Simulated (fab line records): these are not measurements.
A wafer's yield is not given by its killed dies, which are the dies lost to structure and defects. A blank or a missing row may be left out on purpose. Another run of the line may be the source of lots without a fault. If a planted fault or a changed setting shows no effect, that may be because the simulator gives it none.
Which of the tools did it?	flow nand harc	72 wafers from 24 lots sampled at 6 of the route's 1302 steps

== WHAT THE GAUGES SHOWED, per wafer ==
NHARC_A_SGD_CUT_OVL_MEAS_10.
lot	measured	on	overlay x nm (nm)	overlay y nm (nm)
L074	day 18 21:46	overlay-02	1.2 1.0 1.3	-0.3 -0.2 -0.2
L075	day 18 21:32	overlay-01	0.9 1.2 1.4	-0.6 -0.3 -0.1
L076	day 19 13:18	overlay-02	-1.1 -0.7 -0.9	-0.8 -0.6 -1.1
L078	day 20 20:40	overlay-01	-1.5 -1.5 -1.6	-1.3 -1.2 -2.1
L077	day 20 20:28	overlay-02	-0.6 -0.5 -0.6	-0.4 1.1 0.1
L079	day 21 05:53	overlay-02	0.9 0.7 1.3	-0.5 0.3 -0.6
L081	day 22 04:21	overlay-01	0.2 0.5 0.5	0.2 0.6 0.2
L080	day 22 12:57	overlay-02	-0.5 -0.3 -0.5	-0.6 -1.2 0.1
L082	day 22 13:17	overlay-02	1.1 1.4 1.2	1.0 0.9 0.8
L083	day 22 22:46	overlay-02	0.8 0.2 0.0	1.3 1.2 1.2
L084	day 23 10:31	overlay-01	1.5 1.3 1.2	0.0 0.0 -0.3
L085	day 24 00:48	overlay-02	-1.8 -1.2 -1.5	0.3 0.0 0.4
L086	day 23 22:13	overlay-01	0.1 0.5 0.2	1.3 2.4 1.3
L087	day 23 21:04	overlay-01	0.0 -0.8 0.1	-0.5 0.0 -0.4
L088	day 25 19:36	overlay-02	-0.9 -0.3 -1.1	-0.9 -0.6 -0.3
L089	day 25 19:26	overlay-02	0.1 -0.4 0.3	0.6 0.3 0.0
L091	day 25 21:33	overlay-02	-1.1 -1.2 -1.8	-1.6 -1.4 -1.6
L090	day 25 21:35	overlay-01	0.9 0.4 0.4	0.0 0.2 0.1
L094	day 27 02:43	overlay-02	-0.2 0.0 -0.1	-0.7 -0.6 -0.3
L092	day 27 02:55	overlay-01	1.1 1.2 1.1	-1.2 -1.4 -1.0
L093	day 27 21:46	overlay-02	1.3 1.2 1.4	-0.2 -0.3 0.2
L095	day 28 09:14	overlay-01	-0.7 -0.4 -0.8	0.3 -0.6 -0.5
L096	day 28 10:02	overlay-02	-0.9 -0.4 -0.8	-0.6 -0.3 -0.6
L097	day 28 16:37	overlay-02	0.9 1.2 0.8	0.2 0.7 0.4

NHARC_A_SGD_CUT_THK_MEAS_22: measures by ellipsometry.
lot	measured	on	thk nm (nm)
L074	day 19 04:52	film metro-01	148.2 145.4 150.2
L075	day 19 04:51	film metro-02	146.4 148.4 148.3
L076	day 19 21:28	film metro-02	147.5 148.5 146.7
L078	day 21 03:01	film metro-01	144.7 149.4 147.6
L077	day 21 03:00	film metro-02	148.1 145.9 149.0
L079	day 21 13:26	film metro-01	148.5 145.2 146.0
L081	day 22 12:26	film metro-01	148.7 147.0 146.6
L080	day 22 22:17	film metro-01	146.2 149.7 148.4
L082	day 22 22:19	film metro-02	145.6 148.0 146.7
L083	day 23 04:52	film metro-02	147.9 149.6 146.3
L084	day 23 17:01	film metro-02	148.2 146.7 147.5
L085	day 24 09:59	film metro-01	147.3 148.4 146.3
L086	day 24 03:19	film metro-02	148.2 146.2 144.8
L087	day 24 03:19	film metro-01	148.0 144.6 147.7
L088	day 26 02:04	film metro-02	144.7 148.1 144.8
L089	day 26 02:04	film metro-01	147.7 148.8 150.7
L091	day 26 02:13	film metro-01	149.9 144.9 145.9
L090	day 26 02:05	film metro-02	149.7 149.1 146.2
L094	day 27 09:20	film metro-01	146.1 148.1 147.3
L092	day 27 09:20	film metro-02	146.9 148.8 146.8
L093	day 28 04:16	film metro-02	147.9 148.5 147.1
L095	day 28 15:32	film metro-02	148.1 147.4 150.1
L096	day 28 15:32	film metro-02	148.0 146.8 150.2
L097	day 28 22:44	film metro-02	147.9 147.4 146.2

== EACH LOT AND THE TOOL THAT RAN IT (in order: tool; ch and the chambers of the sampled wafers; start) ==
lot	NHARC_A_STAIRCASE_ETCH_452	NHARC_A_STAIRCASE_ETCH_315	NHARC_A_STAIRCASE_DEP_417	NHARC_A_SGD_CUT_ETCH_16
L074	rie diel-11 ch 0,3, day 16 22:16 or earlier	rie diel-05 ch 2,3, day 16 22:16 or earlier	pecvd-01 ch 0,1,2, day 16 22:16	rie diel-08 ch 1,3, day 19 04:52 or earlier
L075	rie diel-05 ch 0,1,3, day 17 06:19 or earlier	rie diel-11 ch 0,3, day 17 06:19 or earlier	pecvd-01 ch 1,2, day 17 06:19	rie diel-06 ch 2,3, day 19 04:51 or earlier
L076	rie diel-04 ch 1,2,3, day 17 16:56 or earlier	rie diel-05 ch 0,2,3, day 17 16:56 or earlier	pecvd-02 ch 1,2, day 17 16:56	rie diel-08 ch 0,2,3, day 19 21:28 or earlier
L078	rie diel-04 ch 1,2, day 18 16:37 or earlier	rie diel-11 ch 0,2,3, day 18 16:37 or earlier	pecvd-02 ch 0,1, day 18 16:37	rie diel-08 ch 0,2,3, day 21 03:01 or earlier
L077	rie diel-04 ch 2,3, day 18 16:49 or earlier	rie diel-05 ch 0,1, day 18 16:49 or earlier	pecvd-03 ch 1,2, day 18 16:49	rie diel-10 ch 0,1,3, day 21 03:00 or earlier
L079	rie diel-04 ch 0,2,3, day 19 08:29 or earlier	rie diel-04 ch 0,1,3, day 19 08:29 or earlier	pecvd-01 ch 1,2, day 19 08:29	rie diel-10 ch 0,1,2, day 21 13:26 or earlier
L081	rie diel-05 ch 1,2,3, day 20 07:35 or earlier	rie diel-11 ch 1,2,3, day 20 07:35 or earlier	pecvd-02 ch 0,1,2, day 20 07:35	rie diel-08 ch 1,2,3, day 22 12:26 or earlier
L080	rie diel-11 ch 0,1,2, day 20 12:08 or earlier	rie diel-05 ch 1,2, day 20 12:08 or earlier	pecvd-01 ch 0,1,2, day 20 12:08	rie diel-08 ch 0,1,3, day 22 22:17 or earlier
L082	rie diel-11 ch 1,3, day 20 14:19 or earlier	rie diel-05 ch 1,2,3, day 20 14:19 or earlier	pecvd-01 ch 0,1, day 20 14:19	rie diel-10 ch 0,1,3, day 22 22:19 or earlier
L083	rie diel-05 ch 1,3, day 20 20:46 or earlier	rie diel-05 ch 0,1,2, day 20 20:46 or earlier	pecvd-03 ch 1,2, day 20 20:46	rie diel-08 ch 0,3, day 23 04:52 or earlier
L084	rie diel-04 ch 2,3, day 21 10:44 or earlier	rie diel-05 ch 0,1,3, day 21 10:44 or earlier	pecvd-03 ch 1,2, day 21 10:44	rie diel-06 ch 0,1, day 23 17:01 or earlier
L085	rie diel-04 ch 1,2,3, day 22 02:37 or earlier	rie diel-04 ch 0,1,2, day 22 02:37 or earlier	pecvd-02 ch 0,1, day 22 02:37	rie diel-10 ch 1,2,3, day 24 09:59 or earlier
L086	rie diel-05 ch 0,1,2, day 22 02:29 or earlier	rie diel-05 ch 0,3, day 22 02:29 or earlier	pecvd-01 ch 0,1, day 22 02:29	rie diel-06 ch 1,2, day 24 03:19 or earlier
L087	rie diel-04 ch 0,2, day 22 04:52 or earlier	rie diel-05 ch 0,3, day 22 04:52 or earlier	pecvd-03 ch 0,1, day 22 04:52	rie diel-10 ch 1,3, day 24 03:19 or earlier
L088	rie diel-11 ch 1,2, day 23 23:10 or earlier	rie diel-05 ch 0,2,3, day 23 23:10 or earlier	pecvd-02 ch 1,2, day 23 23:10	rie diel-06 ch 0,2, day 26 02:04 or earlier
L089	rie diel-04 ch 0,2, day 24 03:20 or earlier	rie diel-04 ch 0,2,3, day 24 03:20 or earlier	pecvd-01 ch 0,2, day 24 03:20	rie diel-10 ch 0,2,3, day 26 02:04 or earlier
L091	rie diel-05 ch 0,1,3, day 24 05:28 or earlier	rie diel-04 ch 0,1,2, day 24 05:28 or earlier	pecvd-01 ch 0,1,2, day 24 05:28	rie diel-06 ch 0,1,3, day 26 02:13 or earlier
L090	rie diel-04 ch 0,1,3, day 24 07:02 or earlier	rie diel-11 ch 1,3, day 24 07:02 or earlier	pecvd-01 ch 0,1, day 24 07:02	rie diel-08 ch 2,3, day 26 02:05 or earlier
L094	rie diel-11 ch 0,2, day 25 06:25 or earlier	rie diel-05 ch 0,1, day 25 06:25 or earlier	pecvd-02 ch 0,1,2, day 25 06:25	rie diel-08 ch 0,1,2, day 27 09:20 or earlier
L092	rie diel-04 ch 1,3, day 25 08:17 or earlier	rie diel-04 ch 0,1,2, day 25 08:17 or earlier	pecvd-03 ch 0,2, day 25 08:17	rie diel-10 ch 0,1,2, day 27 09:20 or earlier
L093	rie diel-04 ch 0,1, day 25 21:26 or earlier	rie diel-04 ch 1,2, day 25 21:26 or earlier	pecvd-03 ch 0,1,2, day 25 21:26	rie diel-06 ch 0,2,3, day 28 04:16 or earlier
L095	rie diel-05 ch 0,2,3, day 26 06:16 or earlier	rie diel-11 ch 1,2,3, day 26 06:16 or earlier	pecvd-02 ch 0,1,2, day 26 06:16	rie diel-08 ch 0,3, day 28 15:32 or earlier
L096	rie diel-04 ch 0,1, day 26 06:29 or earlier	rie diel-11 ch 0,2,3, day 26 06:29 or earlier	pecvd-03 ch 0,1, day 26 06:29	rie diel-06 ch 0,1,2, day 28 15:32 or earlier
L097	rie diel-04 ch 0,2,3, day 26 17:33 or earlier	rie diel-04 ch 1,2,3, day 26 17:33 or earlier	pecvd-03 ch 1,2, day 26 17:33	rie diel-10 ch 1,2, day 28 22:44 or earlier
- NHARC_A_STAIRCASE_ETCH_452: etches the open film in CF4/O2, target depth 30 nm, overetch 3 nm, time 16.5 s.
- NHARC_A_STAIRCASE_ETCH_315: etches the open film in C4F8/O2/Ar, target depth 2500 nm, time 607.1 s.
- NHARC_A_STAIRCASE_DEP_417: deposits Si3N4, target thk 60 nm.
- NHARC_A_SGD_CUT_ETCH_16: etches the open film in C4F8/O2/Ar, target depth 310.5 nm, time 155.2 s.

== AS READ BY THE TOOLS THEMSELVES (means over the sampled wafers that have a number; for cases with no such wafer, the mark the record gives instead) ==
NHARC_A_STAIRCASE_ETCH_452.
lot	tool	bias w (W)	drypump motor current A (A)	oes product au (a.u.)	rf vpp V (V)	showerhead plenum p Torr (Torr)	throttle valve pct (%)
L074	rie diel-11	99.5	5.9	0.998	197.9	1.36	13.388
L075	rie diel-05	100.0	5.9	0.992	196.5	1.27	13.394
L076	rie diel-04	100.1	5.6	1.000	196.6	1.30	13.397
L078	rie diel-04	100.1	5.6	1.007	198.3	1.33	13.404
L077	rie diel-04	99.8	5.6	0.996	196.1	1.26	13.405
L079	rie diel-04	99.9	5.9	0.997	197.1	1.30	13.397
L081	rie diel-05	100.1	5.7	1.000	197.0	1.29	13.390
L080	rie diel-11	99.9	5.8	0.990	197.5	1.28	13.411
L082	rie diel-11	100.1	5.7	0.999	196.8	1.34	13.396
L083	rie diel-05	100.1	5.6	1.000	196.1	1.26	13.398
L084	rie diel-04	99.9	5.6	0.993	196.8	1.28	13.404
L085	rie diel-04	100.0	5.6	0.993	196.6	1.29	13.396
L086	rie diel-05	99.6	6.1	1.011	196.8	1.29	13.398
L087	rie diel-04	100.0	6.3	0.996	197.2	1.33	13.401
L088	rie diel-11	100.0	5.7	1.001	197.2	1.27	13.391
L089	rie diel-04	100.0	5.9	0.998	197.9	1.32	13.405
L091	rie diel-05	100.0	5.9	0.992	196.7	1.26	13.398
L090	rie diel-04	100.0	6.0	0.995	198.5	1.38	13.394
L094	rie diel-11	100.0	6.0	0.989	196.3	1.28	13.403
L092	rie diel-04	100.2	5.6	0.998	198.5	1.37	13.397
L093	rie diel-04	100.0	5.9	1.001	198.0	1.33	13.395
L095	rie diel-05	99.8	6.2	0.992	195.5	1.28	13.398
L096	rie diel-04	99.6	6.0	1.004	197.4	1.33	13.401
L097	rie diel-04	100.2	5.9	0.995	198.3	1.36	13.400

NHARC_A_STAIRCASE_ETCH_315.
lot	tool	bias w (W)	oes product au (a.u.)	rf vpp V (V)
L074	rie diel-05	2992	0.920	1825
L075	rie diel-11	3004	0.931	1838
L076	rie diel-05	2995	0.913	1819
L078	rie diel-11	2997	0.931	1826
L077	rie diel-05	2998	0.941	1814
L079	rie diel-04	3002	0.928	1824
L081	rie diel-11	2996	0.933	1824
L080	rie diel-05	2999	0.934	1825
L082	rie diel-05	2999	0.927	1819
L083	rie diel-05	2994	0.935	1819
L084	rie diel-05	2997	0.935	1813
L085	rie diel-04	3009	0.940	1826
L086	rie diel-05	2997	0.932	1811
L087	rie diel-05	3003	0.949	1811
L088	rie diel-05	2999	0.930	1816
L089	rie diel-04	2994	0.929	1832
L091	rie diel-04	3000	0.925	1825
L090	rie diel-11	3006	0.921	1825
L094	rie diel-05	2996	0.929	1811
L092	rie diel-04	3011	0.929	1824
L093	rie diel-04	3003	0.920	1824
L095	rie diel-11	2999	0.922	1823
L096	rie diel-11	2994	0.930	1824
L097	rie diel-04	2999	0.928	1830

NHARC_A_STAIRCASE_DEP_417.
lot	tool	heater power w (W)
L074	pecvd-01	724
L075	pecvd-01	578
L076	pecvd-02	745
L078	pecvd-02	738
L077	pecvd-03	688
L079	pecvd-01	618
L081	pecvd-02	702
L080	pecvd-01	687
L082	pecvd-01	841
L083	pecvd-03	660
L084	pecvd-03	751
L085	pecvd-02	666
L086	pecvd-01	857
L087	pecvd-03	621
L088	pecvd-02	741
L089	pecvd-01	646
L091	pecvd-01	745
L090	pecvd-01	776
L094	pecvd-02	656
L092	pecvd-03	668
L093	pecvd-03	664
L095	pecvd-02	705
L096	pecvd-03	679
L097	pecvd-03	656

NHARC_A_SGD_CUT_ETCH_16.
lot	tool	bias w (W)	oes product au (a.u.)	rf vpp V (V)
L074	rie diel-08	795.8	0.980	723
L075	rie diel-06	800.8	0.987	725
L076	rie diel-08	800.1	0.977	722
L078	rie diel-08	800.0	0.949	723
L077	rie diel-10	799.6	0.954	727
L079	rie diel-10	801.4	0.994	723
L081	rie diel-08	801.0	0.974	724
L080	rie diel-08	801.6	0.982	722
L082	rie diel-10	800.4	0.988	727
L083	rie diel-08	800.9	0.986	726
L084	rie diel-06	799.5	0.985	725
L085	rie diel-10	799.7	0.942	722
L086	rie diel-06	799.1	0.983	727
L087	rie diel-10	798.7	0.982	725
L088	rie diel-06	798.2	0.953	724
L089	rie diel-10	797.7	0.990	724
L091	rie diel-06	798.7	0.992	727
L090	rie diel-08	798.2	0.962	724
L094	rie diel-08	799.0	0.942	720
L092	rie diel-10	800.6	0.984	723
L093	rie diel-06	801.0	0.970	724
L095	rie diel-08	801.5	0.966	725
L096	rie diel-06	801.0	0.971	725
L097	rie diel-10	799.2	0.978	720

== THE ANSWER, worked out from the rows above alone ==
Rule: usual is defined by the lots themselves. The widest of any qualifying gaps counts: lots, ordered by their means at a reading, are off when they make up no more than a third of the lots, leave a main group of 4 or more, and stand apart from it by 3 or more times the standard deviation of that group's means. A main group is skipped when, at the precision printed for the reading in the tables above, its means are all equal. A lot without any number at a reading at which 4 lots or more have one is off too. Any other lot the step has rows for is counted as sound. After the gauges, taken in route order, come the tools' own readings; for these a lot's mean is taken, as printed above. The first step at which some lot is off is used, and at that step the reading that is off furthest; a lot without a number counts as furthest.
Nothing can be told from this: no lot is off at any reading shown.

== WHAT HAD BEEN PUT IN BY THE SIMULATOR ==
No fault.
